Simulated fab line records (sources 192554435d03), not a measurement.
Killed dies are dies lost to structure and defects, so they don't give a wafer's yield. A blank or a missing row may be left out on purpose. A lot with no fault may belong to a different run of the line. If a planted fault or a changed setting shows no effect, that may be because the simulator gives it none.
Split-lot study || flow n5_finfet || on a route of 1938 steps: 7 lots, 21 wafers read

## THE SPLIT ITSELF
At N5_BEOL_M12_COAT_04 (resist thk 400 nm), the setting spin_rpm was moved away from the recipe's 1625 rpm on 9 of the 21 wafers read, by -7.8% to +10.5%. This setting was run at the recipe's value on the other wafers.

## FROM THE SPLIT TO THE READING: what the file shows between them, 4 steps
- N5_BEOL_M12_EBR_06
- N5_BEOL_M12_SOFTBAKE_05: time 60 s
- N5_BEOL_M12_DESCUM_15: chemistry O2, time 7.9 s
- N5_BEOL_M12_ETCH_59: etches BARC in N2/H2, target depth 89 nm, overetch 26.7 nm, time 67.9 s

## THE READING
coat_of_BEOL_M12_COAT_04.thk_nm (the simulator's own value, which no gauge read), in nm, at N5_BEOL_M12_VIA_ETCH_16 (etches SiOC in C4F8/O2/Ar, target depth 724.8 nm). There is no usual value for it anywhere in the file. Here, 12 wafers ran the recipe; their average is 120.9 nm with a standard deviation of 4.1 nm.

{"wafer": "L076.3", "tool, chamber at the split": "litho_track-01, 0", "spin_rpm as run, rpm": 1625, "against the recipe": "recipe", "coat_of_BEOL_M12_COAT_04.thk_nm, nm": 124, "against lot-mates on the recipe": "-"}
{"wafer": "L076.4", "tool, chamber at the split": "litho_track-01, 0", "spin_rpm as run, rpm": 1733, "against the recipe": "+6.6%", "coat_of_BEOL_M12_COAT_04.thk_nm, nm": 104.6, "against lot-mates on the recipe": -19.4}
{"wafer": "L076.6", "tool, chamber at the split": "litho_track-01, 0", "spin_rpm as run, rpm": 1733, "against the recipe": "+6.6%", "coat_of_BEOL_M12_COAT_04.thk_nm, nm": 105.4, "against lot-mates on the recipe": -18.6}
{"wafer": "L080.1", "tool, chamber at the split": "litho_track-05, 0", "spin_rpm as run, rpm": 1796, "against the recipe": "+10.5%", "coat_of_BEOL_M12_COAT_04.thk_nm, nm": 104.2, "against lot-mates on the recipe": -9.8}
{"wafer": "L080.4", "tool, chamber at the split": "litho_track-05, 0", "spin_rpm as run, rpm": 1796, "against the recipe": "+10.5%", "coat_of_BEOL_M12_COAT_04.thk_nm, nm": 103.8, "against lot-mates on the recipe": -10.2}
{"wafer": "L080.5", "tool, chamber at the split": "litho_track-05, 0", "spin_rpm as run, rpm": 1625, "against the recipe": "recipe", "coat_of_BEOL_M12_COAT_04.thk_nm, nm": 114, "against lot-mates on the recipe": "-"}
{"wafer": "L077.1", "tool, chamber at the split": "litho_track-05, 0", "spin_rpm as run, rpm": 1625, "against the recipe": "recipe", "coat_of_BEOL_M12_COAT_04.thk_nm, nm": 124, "against lot-mates on the recipe": "-"}
{"wafer": "L077.2", "tool, chamber at the split": "litho_track-05, 0", "spin_rpm as run, rpm": 1625, "against the recipe": "recipe", "coat_of_BEOL_M12_COAT_04.thk_nm, nm": 122, "against lot-mates on the recipe": "-"}
{"wafer": "L077.6", "tool, chamber at the split": "litho_track-05, 0", "spin_rpm as run, rpm": 1625, "against the recipe": "recipe", "coat_of_BEOL_M12_COAT_04.thk_nm, nm": 121.6, "against lot-mates on the recipe": "-"}
{"wafer": "L079.2", "tool, chamber at the split": "litho_track-03, 0", "spin_rpm as run, rpm": 1729, "against the recipe": "+6.4%", "coat_of_BEOL_M12_COAT_04.thk_nm, nm": 105.4, "against lot-mates on the recipe": -10.0}
{"wafer": "L079.4", "tool, chamber at the split": "litho_track-03, 0", "spin_rpm as run, rpm": 1729, "against the recipe": "+6.4%", "coat_of_BEOL_M12_COAT_04.thk_nm, nm": 109.2, "against lot-mates on the recipe": -6.2}
{"wafer": "L079.6", "tool, chamber at the split": "litho_track-03, 0", "spin_rpm as run, rpm": 1625, "against the recipe": "recipe", "coat_of_BEOL_M12_COAT_04.thk_nm, nm": 115.4, "against lot-mates on the recipe": "-"}
{"wafer": "L081.2", "tool, chamber at the split": "litho_track-01, 0", "spin_rpm as run, rpm": 1625, "against the recipe": "recipe", "coat_of_BEOL_M12_COAT_04.thk_nm, nm": 124.8, "against lot-mates on the recipe": "-"}
{"wafer": "L081.3", "tool, chamber at the split": "litho_track-01, 0", "spin_rpm as run, rpm": 1687, "against the recipe": "+3.8%", "coat_of_BEOL_M12_COAT_04.thk_nm, nm": 113.2, "against lot-mates on the recipe": -7.6}
{"wafer": "L081.6", "tool, chamber at the split": "litho_track-01, 0", "spin_rpm as run, rpm": 1625, "against the recipe": "recipe", "coat_of_BEOL_M12_COAT_04.thk_nm, nm": 116.8, "against lot-mates on the recipe": "-"}
{"wafer": "L084.2", "tool, chamber at the split": "litho_track-03, 0", "spin_rpm as run, rpm": 1625, "against the recipe": "recipe", "coat_of_BEOL_M12_COAT_04.thk_nm, nm": 122.4, "against lot-mates on the recipe": "-"}
{"wafer": "L084.4", "tool, chamber at the split": "litho_track-03, 0", "spin_rpm as run, rpm": 1625, "against the recipe": "recipe", "coat_of_BEOL_M12_COAT_04.thk_nm, nm": 120.2, "against lot-mates on the recipe": "-"}
{"wafer": "L084.6", "tool, chamber at the split": "litho_track-03, 0", "spin_rpm as run, rpm": 1625, "against the recipe": "recipe", "coat_of_BEOL_M12_COAT_04.thk_nm, nm": 117.2, "against lot-mates on the recipe": "-"}
{"wafer": "L085.1", "tool, chamber at the split": "litho_track-03, 0", "spin_rpm as run, rpm": 1499, "against the recipe": "-7.8%", "coat_of_BEOL_M12_COAT_04.thk_nm, nm": 145, "against lot-mates on the recipe": "+16.8"}
{"wafer": "L085.3", "tool, chamber at the split": "litho_track-03, 0", "spin_rpm as run, rpm": 1625, "against the recipe": "recipe", "coat_of_BEOL_M12_COAT_04.thk_nm, nm": 128.2, "against lot-mates on the recipe": "-"}
{"wafer": "L085.6", "tool, chamber at the split": "litho_track-03, 0", "spin_rpm as run, rpm": 1499, "against the recipe": "-7.8%", "coat_of_BEOL_M12_COAT_04.thk_nm, nm": 142.4, "against lot-mates on the recipe": "+14.2"}

FIT RESULTS
A straight line over all 21 wafers: coat_of_BEOL_M12_COAT_04.thk_nm changes by -2.21 nm for each +1% of spin_rpm; r = -0.93; the points scatter about the line by 4.2 nm.
The same after taking each lot's own level away (the mean of its wafers on the recipe; 21 wafers): -1.61 nm for each +1%; r = -0.89; scatter 4.1 nm.
The reading moves by 17 nm for the largest change in spin_rpm, on that fit.
The span of the lots' own levels, 114.00 to 128.20 nm, comes to 3.5 times the standard deviation stated above.
Thus the slope moves with the lot-to-lot level: the two fits are different.
Check: with one of the wafers moved furthest among these (+10.5%) left out of the fit, the line predicts -18.5 nm for it against its lot-mates. Against them it came out at -9.8 nm.

## FURTHER SPLITS ON THESE WAFERS
These wafers also went through other splits before the reading. Each is held against what the fit with the lots' levels taken away leaves over:
{"other split on the same wafers": "N5_BEOL_M9_ETCH_66 time_s", "wafers away from the commonest value": 4, "r with coat_of_BEOL_M12_COAT_04.thk_nm (lot level and that fit taken away)": "+0.15"}
{"other split on the same wafers": "N5_BEOL_M10_ILD_DEP_00 time_s", "wafers away from the commonest value": 4, "r with coat_of_BEOL_M12_COAT_04.thk_nm (lot level and that fit taken away)": "+0.36"}
{"other split on the same wafers": "N5_BEOL_M10_PECVD_70 temp_c", "wafers away from the commonest value": 7, "r with coat_of_BEOL_M12_COAT_04.thk_nm (lot level and that fit taken away)": "+0.23"}
{"other split on the same wafers": "N5_BEOL_M11_ETCH_62 time_s", "wafers away from the commonest value": 9, "r with coat_of_BEOL_M12_COAT_04.thk_nm (lot level and that fit taken away)": -0.29}
{"other split on the same wafers": "N5_BEOL_M11_COAT_22 spin_rpm", "wafers away from the commonest value": 6, "r with coat_of_BEOL_M12_COAT_04.thk_nm (lot level and that fit taken away)": "+0.20"}

## THE WHOLE CHAIN: every reading that the file lists as answering this split, in the file's order
{"step": "N5_BEOL_M12_COAT_04", "what it does": "resist thk 400 nm", "reading": "coat_of_BEOL_M12_COAT_04.thk_nm (the simulator's own value, which no gauge read)", "change (the file's fit)": "-1.91 nm for each +1% of the setting", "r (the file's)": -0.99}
{"step": "N5_BEOL_M12_VIA_ETCH_16", "what it does": "etches SiOC in C4F8/O2/Ar, target depth 724.8 nm", "reading": "coat_of_BEOL_M12_COAT_04.thk_nm (the simulator's own value, which no gauge read)", "change (the file's fit)": "-1.6 nm for each +1% of the setting", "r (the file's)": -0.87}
{"step": "N5_BEOL_M12_STRIP_63", "what it does": "strips in N2/H2", "reading": "strip_time_to_endpoint_s", "change (the file's fit)": "withheld for each +1% of the setting", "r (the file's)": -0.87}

## FILE'S OWN FIT
coat_of_BEOL_M12_COAT_04.thk_nm changes by -1.6 nm for each +1% of spin_rpm, r = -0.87.
